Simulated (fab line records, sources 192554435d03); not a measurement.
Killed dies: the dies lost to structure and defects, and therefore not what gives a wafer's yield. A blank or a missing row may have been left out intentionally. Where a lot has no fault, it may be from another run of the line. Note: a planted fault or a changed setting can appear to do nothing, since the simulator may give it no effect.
fab line records ; flow n5Finfet
record: lots: 10; wafers: 30; lastDay: 18
route steps=1938 shown BEOL_M1@820 BEOL_M2@841 BEOL_M4@1111 PASSIVATION@1936
lots that met no fault: from a run of the same line without faults
startH: the number of hours between the record's first day and the start of the first shown wafer of the lot ; waitH: hours elapsed since this lot's preceding step ; " unchanged from the row above ; L1.1+2: a row that stands for several wafers ; - value missing, or start not given ; * or withheld: withheld ; < > ~ a bound
route shown NAME@n: NAME is a module with steps in the file, n the number in the route of the first one ; usual: the fault-free wafers' mean and standard deviation ; same: alike in all rows ; chamber/n: place in a boat ; sites: per-site readings ; _std_site: their standard deviation ; _edge_site: the outer-site mean with the inner-site mean subtracted ; radiusMm: how far each site lies from the wafer's centre ; mask NAME#n: copy n ; behind: the most recent tool/chamber to have shaped the wafer ; hold: why the lot was held/for how many hours/how that ended ; device: whichever transistor did not switch (one of n, p or np) ; end of line: tests run on the same wafers once the route is complete ; a step given without rows: its recipe and nothing more ; killed: count of dies lost to structure and defects at first sort (not the wafer's yield) ; map: shows each die of a wafer: x if killed, . if not, _ if none is there
set.NAME: the run value of the setting; set.NAME@STEP: its run value at that earlier step ; model.NAME: the simulator's own value behind a step, which no gauge read
one table for each step of the route and one row for each wafer, over a sample of lots
services: the hour from which a tool's chamber was out of use, counted from the record's first day as startH (under 0 if before that day), plus the number of hours and why
== steps ==
step: N5_BEOL_M1_SPUTTER_86
recipe: material: Cu; targetThkA: 45; tempC: -20; chamberPressurePa: 0.07; powerW: withheld; timeS: 8.29
usual: throttleValvePct: 30.5/0.43
lot.wafer;tool;chamber;startH;waitH;throttleValvePct
L939.4;pvdSputter-02;-;156.28;0.0;31.0
L939.5;pvdSputter-02;-;156.28;0.0;31.0
L939.6;pvdSputter-02;-;156.28;0.0;30.3
L940.4;pvdSputter-02;-;160.98;0.0;31.2
L940.5;pvdSputter-02;-;160.98;0.0;30.9
L940.6;pvdSputter-02;-;160.98;0.0;30.6
L941.2;pvdSputter-02;-;163.06;0.1;30.9
L941.4;pvdSputter-02;-;163.06;0.1;31.2
L941.6;pvdSputter-02;-;163.06;0.1;30.5
L945.2;pvdSputter-03;-;188.10;0.1;30.1
L945.5;pvdSputter-03;-;188.10;0.1;30.5
L945.6;pvdSputter-03;-;188.10;0.1;30.2
L947.1;pvdSputter-02;-;198.81;0.1;30.8
L947.2;pvdSputter-02;-;198.81;0.1;30.6
L947.3;pvdSputter-02;-;198.81;0.1;30.5
L949.2;pvdSputter-02;-;209.03;0.1;31.0
L949.3;pvdSputter-02;-;209.03;0.1;31.0
L949.6;pvdSputter-02;-;209.03;0.1;30.7
L950.2;pvdSputter-03;-;214.59;0.1;30.6
L950.4;pvdSputter-03;-;214.59;0.1;29.6
L950.6;pvdSputter-03;-;214.59;0.1;30.2
L953.1;pvdSputter-03;-;235.75;0.1;30.1
L953.4;pvdSputter-03;-;235.75;0.1;29.9
L953.6;pvdSputter-03;-;235.75;0.1;29.9
L957.2;pvdSputter-03;-;263.56;0.1;30.0
L957.5;pvdSputter-03;-;263.56;0.1;29.9
L957.6;pvdSputter-03;-;263.56;0.1;30.3
L959.1;pvdSputter-03;-;274.19;0.1;30.0
L959.2;pvdSputter-03;-;274.19;0.1;30.6
L959.4;pvdSputter-03;-;274.19;0.1;30.2
step: N5_BEOL_M1_ANNEAL_95
recipe: tempC: 400; timeS: 240; ambient: vacuum
usual: heaterPowerW: 841/95
lot.wafer;tool;chamber;startH;waitH;heaterPowerW
L939.4;pvdSputter-02;-;157.27;0.1;945
L939.5;pvdSputter-02;-;157.27;0.1;867
L939.6;pvdSputter-02;-;157.27;0.1;750
L940.4;pvdSputter-02;-;161.97;0.1;878
L940.5;pvdSputter-02;-;161.97;0.1;911
L940.6;pvdSputter-02;-;161.97;0.1;735
L941.2;pvdSputter-02;-;164.02;0.0;743
L941.4;pvdSputter-02;-;164.02;0.0;896
L941.6;pvdSputter-02;-;164.02;0.0;737
L945.2;pvdSputter-03;-;189.06;0.0;756
L945.5;pvdSputter-03;-;189.06;0.0;935
L945.6;pvdSputter-03;-;189.06;0.0;926
L947.1;pvdSputter-02;-;199.77;0.0;966
L947.2;pvdSputter-02;-;199.77;0.0;730
L947.3;pvdSputter-02;-;199.77;0.0;762
L949.2;pvdSputter-02;-;209.99;0.0;884
L949.3;pvdSputter-02;-;209.99;0.0;930
L949.6;pvdSputter-02;-;209.99;0.0;727
L950.2;pvdSputter-03;-;215.55;0.0;928
L950.4;pvdSputter-03;-;215.55;0.0;852
L950.6;pvdSputter-03;-;215.55;0.0;918
L953.1;pvdSputter-03;-;236.71;0.0;851
L953.4;pvdSputter-03;-;236.71;0.0;757
L953.6;pvdSputter-03;-;236.71;0.0;868
L957.2;pvdSputter-03;-;264.52;0.0;851
L957.5;pvdSputter-03;-;264.52;0.0;840
L957.6;pvdSputter-03;-;264.52;0.0;735
L959.1;pvdSputter-03;-;275.15;0.0;883
L959.2;pvdSputter-03;-;275.15;0.0;936
L959.4;pvdSputter-03;-;275.15;0.0;728
step: N5_BEOL_M1_SPUTTER_96
recipe: material: Cu; targetThkA: 45; tempC: -20; chamberPressurePa: 0.07; powerW: withheld; timeS: 8.29
usual: throttleValvePct: 30.5/0.41
lot.wafer;tool;chamber;startH;waitH;throttleValvePct
L939.4;pvdSputter-02;-;157.38;0.0;31.0
L939.5;pvdSputter-02;-;157.38;0.0;31.1
L939.6;pvdSputter-02;-;157.38;0.0;30.4
L940.4;pvdSputter-02;-;162.08;0.0;31.1
L940.5;pvdSputter-02;-;162.08;0.0;30.6
L940.6;pvdSputter-02;-;162.08;0.0;30.2
L941.2;pvdSputter-02;-;164.16;0.1;30.5
L941.4;pvdSputter-02;-;164.16;0.1;30.9
L941.6;pvdSputter-02;-;164.16;0.1;30.5
L945.2;pvdSputter-03;-;189.20;0.1;30.2
L945.5;pvdSputter-03;-;189.20;0.1;30.2
L945.6;pvdSputter-03;-;189.20;0.1;30.0
L947.1;pvdSputter-02;-;199.91;0.1;30.8
L947.2;pvdSputter-02;-;199.91;0.1;30.5
L947.3;pvdSputter-02;-;199.91;0.1;30.6
L949.2;pvdSputter-02;-;210.13;0.1;30.9
L949.3;pvdSputter-02;-;210.13;0.1;30.9
L949.6;pvdSputter-02;-;210.13;0.1;30.6
L950.2;pvdSputter-03;-;215.69;0.1;30.5
L950.4;pvdSputter-03;-;215.69;0.1;29.8
L950.6;pvdSputter-03;-;215.69;0.1;30.2
L953.1;pvdSputter-03;-;236.85;0.1;30.0
L953.4;pvdSputter-03;-;236.85;0.1;30.2
L953.6;pvdSputter-03;-;236.85;0.1;29.9
L957.2;pvdSputter-03;-;264.66;0.1;29.9
L957.5;pvdSputter-03;-;264.66;0.1;29.8
L957.6;pvdSputter-03;-;264.66;0.1;30.1
L959.1;pvdSputter-03;-;275.29;0.1;29.9
L959.2;pvdSputter-03;-;275.29;0.1;30.4
L959.4;pvdSputter-03;-;275.29;0.1;29.8
step: N5_BEOL_M2_ILD_DEP_00
recipe: material: SiOC; targetThkA: 790; tempC: 350; precursor: DEMS/O2; pressureTorr: 5; rfW: 500; timeS: 15.3
usual: heaterPowerW: 499/68; rfFwdPowerW: 493.7/2.2; showerheadPlenumPTorr: 5.693/0.012; showerheadVppV: 1391/51; throttleValvePct: 12.0/0.64
lot.wafer;tool;chamber;startH;waitH;heaterPowerW;rfFwdPowerW;showerheadPlenumPTorr;showerheadVppV;throttleValvePct
L939.4;pecvd-01;2;161.15;0.1;442;492.2;5.702;1416;11.6
L939.5;pecvd-01;0;161.15;0.1;455;495.4;5.688;1372;12.7
L939.6;pecvd-01;1;161.15;0.1;433;498.1;5.690;1373;11.7
L940.4;pecvd-04;1;164.31;0.1;378;492.0;5.699;1473;11.4
L940.5;pecvd-04;0;164.31;0.1;518;491.5;5.692;1356;12.9
L940.6;pecvd-04;2;164.31;0.1;484;489.8;5.695;1403;11.2
L940.4;pecvd-04;1;164.54;0.2;364;491.2;5.703;1438;11.6
L940.5;pecvd-04;0;164.54;0.2;532;491.0;5.692;1356;12.9
L940.6;pecvd-04;2;164.54;0.2;478;494.9;5.699;1435;11.1
L941.2;pecvd-04;2;165.54;0.0;487;491.4;5.697;1435;11.4
L941.4;pecvd-04;1;165.54;0.0;443;493.7;5.706;1469;11.4
L941.6;pecvd-04;2;165.54;0.0;495;495.6;5.706;1408;11.1
L945.2;pecvd-01;1;190.34;0.0;391;496.6;5.671;1407;11.8
L945.5;pecvd-01;0;190.34;0.0;565;493.9;5.689;1397;12.8
L945.6;pecvd-01;1;190.34;0.0;393;495.3;5.674;1425;11.8
L945.2;pecvd-01;1;190.57;0.2;381;495.6;5.662;1391;11.6
L945.5;pecvd-01;0;190.57;0.2;581;494.8;5.679;1407;13.0
L945.6;pecvd-01;1;190.57;0.2;389;493.5;5.673;1416;11.9
L947.1;pecvd-04;2;201.02;0.0;471;494.4;5.716;1409;11.4
L947.2;pecvd-04;0;201.02;0.0;578;494.5;5.685;1345;12.9
L947.3;pecvd-04;1;201.02;0.0;360;492.2;5.722;1448;11.4
L949.2;pecvd-02;0;211.29;0.0;431;497.1;5.680;1295;12.0
L949.3;pecvd-02;0;211.29;0.0;440;495.4;5.696;1305;12.0
L949.6;pecvd-02;0;211.29;0.0;440;495.9;5.695;1302;11.9
L950.2;pecvd-02;0;216.83;0.0;410;494.9;5.688;1308;12.0
L950.4;pecvd-02;0;216.83;0.0;414;496.2;5.688;1315;12.3
L950.6;pecvd-02;0;216.83;0.0;413;498.4;5.697;1289;12.2
L953.1;pecvd-04;2;238.05;0.0;455;490.8;5.698;1430;11.6
L953.4;pecvd-04;0;238.05;0.0;525;491.9;5.692;1358;13.1
L953.6;pecvd-04;2;238.05;0.0;461;492.2;5.701;1423;11.1
L957.2;pecvd-01;0;265.77;0.0;466;494.2;5.694;1371;13.1
L957.5;pecvd-01;0;265.77;0.0;483;493.3;5.690;1384;13.1
L957.6;pecvd-01;2;265.77;0.0;507;491.3;5.708;1394;11.8
L959.1;pecvd-02;2;276.40;0.0;664;496.1;5.652;1371;11.4
L959.2;pecvd-02;1;276.40;0.0;596;491.0;5.696;1429;12.2
L959.4;pecvd-02;0;276.40;0.0;473;495.2;5.679;1313;12.3
step: N5_BEOL_M2_THK_MEAS_01
recipe: reads: SiOC_of_BEOL_M2_ILD_DEP_00
usual: M2_ILD_THK: 79.3/0.93
lot.wafer;tool;chamber;startH;waitH;M2_ILD_THK[nm]
L939.4;filmMetro-01;-;161.20;0.0;79.5
L939.5;filmMetro-01;-;161.20;0.0;79.1
L939.6;filmMetro-01;-;161.20;0.0;78.7
L940.4;filmMetro-02;-;164.60;0.0;161.7
L940.5;filmMetro-02;-;164.60;0.0;160.5
L940.6;filmMetro-02;-;164.60;0.0;160.3
L941.2;filmMetro-02;-;165.61;0.1;78.2
L941.4;filmMetro-02;-;165.61;0.1;79.5
L941.6;filmMetro-02;-;165.61;0.1;79.9
L945.2;filmMetro-01;-;190.64;0.1;156.4
L945.5;filmMetro-01;-;190.64;0.1;160.9
L945.6;filmMetro-01;-;190.64;0.1;160.7
L947.1;filmMetro-02;-;201.09;0.0;80.7
L947.2;filmMetro-02;-;201.09;0.0;79.4
L947.3;filmMetro-02;-;201.09;0.0;80.0
L949.2;filmMetro-01;-;211.37;0.1;78.3
L949.3;filmMetro-01;-;211.37;0.1;79.7
L949.6;filmMetro-01;-;211.37;0.1;79.5
L950.2;filmMetro-02;-;216.91;0.1;77.6
L950.4;filmMetro-02;-;216.91;0.1;78.9
L950.6;filmMetro-02;-;216.91;0.1;78.9
L953.1;filmMetro-02;-;238.11;0.0;79.6
L953.4;filmMetro-02;-;238.11;0.0;81.2
L953.6;filmMetro-02;-;238.11;0.0;80.6
L957.2;filmMetro-02;-;265.84;0.1;78.4
L957.5;filmMetro-02;-;265.84;0.1;79.5
L957.6;filmMetro-02;-;265.84;0.1;79.4
L959.1;filmMetro-02;-;276.47;0.0;77.8
L959.2;filmMetro-02;-;276.47;0.0;77.8
L959.4;filmMetro-02;-;276.47;0.0;79.3
step: N5_BEOL_M4_RC_MEAS_101
usual: DIBL_N: 36.5/1.4; DIBL_P: 36.5/1.6; IOFF_N: 0.163/0.022; IOFF_P: 0.219/0.029; ION_N: 675/8.3; ION_P: 464/6.2; SS_N: 71.5/0.52; SS_P: 73.4/0.57; VT_N: 249.7/2.6; VT_P: -250/3
lot.wafer;tool;chamber;startH;waitH;DIBL_N[mV/V];DIBL_P[mV/V];IOFF_N[nA/um];IOFF_P[nA/um];ION_N[uA/um];ION_P[uA/um];SS_N[mV/dec];SS_P[mV/dec];VT_N[mV];VT_P[mV]
L939.4;prober-02;0;196.10;0.5;35.5;37.1;0.148;0.205;671;465;71.2;73.5;253.1;-252
L939.5;prober-02;0;196.10;0.5;36.6;38.6;0.168;0.224;675;460;71.8;73.5;249.6;-252
L939.6;prober-02;0;196.10;0.5;34.2;34.9;0.125;0.172;659;456;70.9;72.6;253.6;-254
L941.2;prober-02;0;201.75;0.2;35.2;34.1;0.142;0.178;667;462;71.2;73.3;253.4;-255
L941.4;prober-02;0;201.75;0.2;37.9;36.5;0.191;0.215;691;463;72.1;73.6;248.8;-253
L941.6;prober-02;0;201.75;0.2;36.1;35.4;0.153;0.193;671;459;71.2;73.2;251.1;-253
L947.1;prober-02;0;231.98;0.0;35.2;36.0;0.148;0.232;675;468;70.5;72.0;250.1;-248
L947.2;prober-02;0;231.98;0.0;36.1;36.6;0.172;0.246;668;468;71.4;72.3;247.9;-247
L947.3;prober-02;0;231.98;0.0;38.4;39.9;0.212;0.302;682;472;71.5;73.9;244.5;-244
L949.2;prober-01;0;246.60;0.2;34.8;35.5;0.147;0.234;664;466;71.8;73.1;249.3;-247
L949.3;prober-01;0;246.60;0.2;35.3;36.7;0.165;0.258;683;474;72.0;73.3;247.6;-245
L949.6;prober-01;0;246.60;0.2;36.8;38.5;0.186;0.295;668;473;73.2;73.8;245.2;-242
L950.2;prober-02;0;258.71;0.2;34.4;35.2;0.136;0.204;666;464;71.6;73.7;253.6;-250
L950.4;prober-02;0;258.71;0.2;35.7;37.0;0.159;0.217;682;461;71.2;73.5;253.2;-250
L950.6;prober-02;0;258.71;0.2;35.8;36.9;0.158;0.223;670;466;71.7;73.5;249.6;-249
L953.1;prober-02;0;271.91;0.0;37.0;38.0;0.185;0.256;686;470;71.1;73.8;248.4;-249
L953.4;prober-02;0;271.91;0.0;37.5;37.7;0.187;0.247;677;460;72.3;73.7;250.2;-247
L953.6;prober-02;0;271.91;0.0;37.3;37.9;0.180;0.249;680;467;71.8;73.4;248.8;-246
L957.2;prober-01;0;298.36;0.2;35.9;37.2;0.158;0.203;675;467;71.4;73.2;251.6;-253
L957.5;prober-01;0;298.36;0.2;34.6;35.2;0.136;0.166;668;458;70.9;73.3;251.9;-258
L957.6;prober-01;0;298.36;0.2;36.0;37.6;0.166;0.203;682;463;71.8;73.5;249.8;-252
L959.1;prober-02;0;316.72;0.0;36.6;35.7;0.149;0.218;661;460;71.8;73.4;251.6;-250
L959.2;prober-02;0;316.72;0.0;37.2;36.7;0.164;0.243;665;458;72.8;73.9;250.0;-248
L959.4;prober-02;0;316.72;0.0;34.9;33.8;0.132;0.196;667;467;71.7;72.7;254.0;-251
step: N5_PASSIVATION_PROBE_49
usual: defectLimitedYield: 91.2/1.6; killed_at_M0_to_M3: 33/11; killed_at_M4_up: 15/6.2; killedAtContacts: 15/7.1; killedAtFrontEnd: 38/12; killedAtOther: 4/3.5; killedDies: 104/19; killedOnRim: 14/4; killedOpen: 69/14; killedShort: 34/8.5; sort_bin_5_function: 5.2/0.99; sort_bin_6_memory: 3.3/0.77; sortNPass: 1076/19; sortYieldPct: 91.2/1.6
same: grossDies: 1180; killedAtBackSide: 0; sort_bin_4_leakage[%]: 0; sort_bin_8_speed[%]: 0
lot.wafer;tool;chamber;startH;waitH;defectLimitedYield[%];killed_at_M0_to_M3;killed_at_M4_up;killedAtContacts;killedAtFrontEnd;killedAtOther;killedDies;killedOnRim;killedOpen;killedShort;sort_bin_5_function[%];sort_bin_6_memory[%];sortNPass;sortYieldPct[%]
L940.4;prober-01;-;311.25;0.2;0;1124;5;12;37;2;1180;152;67;28;97.1;2.7;0;0
L940.5;prober-01;-;311.30;0.2;0;1121;11;14;34;0;1180;152;62;23;97.2;2.5;0;0
L940.6;prober-01;-;311.35;0.3;0;1091;18;21;50;0;1180;152;76;40;95.9;3.7;0;0
killed by level:class
L940.4 BEOL_M2:areaDep=1085 STI_FIN_REVEAL:geometricParticle:open=11 BEOL_M2:geometricParticle:open=11 MOL_CONTACT_COAG:geometricParticle:open=10 BEOL_M1:geometricParticle:open=9 FIN_SAQP:geometricParticle:open=8 BEOL_M0_SAQP:geometricParticle:short=8 STI_FIN_REVEAL:geometricParticle:short=3
L940.5 BEOL_M2:areaDep=1095 STI_FIN_REVEAL:geometricParticle:open=15 MOL_CONTACT_COAG:geometricParticle:open=13 BEOL_M2:geometricParticle:open=8 STARTING-WAFER:geometricParticle:short=5 BEOL_M1:geometricParticle:open=4 BEOL_M0:geometricParticle:short=4 BEOL_M3:geometricParticle:open=4
L940.6 BEOL_M2:areaDep=1064 STI_FIN_REVEAL:geometricParticle:open=13 MOL_CONTACT_COAG:geometricParticle:open=13 BEOL_M4:geometricParticle:open=11 FIN_SAQP:geometricParticle:open=8 MOL_CONTACT_COAG:geometricParticle:short=8 BEOL_M0_SAQP:geometricParticle:short=6 DUMMY_GATE:geometricParticle:open=5
== services ==
tool;chamber;startH;hours;kind
pecvd-01;2;153.56;4.9;repair
pecvd-02;-;153.91;0.3;repair
pecvd-01;1;155.27;2.1;scheduledDown
pecvd-02;2;202.40;-;clean
pecvd-02;2;202.40;-;consumableReplace:showerhead
pecvd-02;2;202.40;29.0;scheduledDown
pecvd-02;2;202.40;29.0;ventCycle
pecvd-01;2;244.65;5.5;scheduledDown
pecvd-01;-;256.49;0.9;repair
pecvd-01;0;266.89;2.1;scheduledDown
== key ==
firstSign: step: N5_BEOL_M2_ILD_DEP_00; reading: visit; direction: added
effect: step: N5_BEOL_M2_THK_MEAS_01; reading: M2_ILD_THK; direction: up; sigmas: 87; usual: 79.3; struck: 160.1
effect: step: N5_PASSIVATION_PROBE_49; reading: killed_at_M0_to_M3; direction: up; sigmas: 99+; usual: 33; struck: 1112
moreKillsBornAt: N5_BEOL_M2_ILD_DEP_00@pecvd-04: 3244
metAt N5_BEOL_M2_ILD_DEP_00
struckLots L940,L945
rowsEnd L945.2,L945.5,L945.6
laterRowsLeftOut L940.4,L940.5,L940.6
notActingAt N5_BEOL_M1_SPUTTER_86,N5_BEOL_M1_ANNEAL_95,N5_BEOL_M1_SPUTTER_96
fault: kind: repeatedStepWhole; tool: pecvd-01,pecvd-02,pecvd-04; chamber: -; onsetH: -; steps: N5_BEOL_M2_ILD_DEP_00; times: 1; scope: struckLotsOnly
laterRowsLeftOut: the simulator's readings of these wafers behind a module that went badly wrong aren't trusted and aren't shown, but for the sort
rowsEnd: these wafers met a further fault down the route, and their rows from its step on are left out
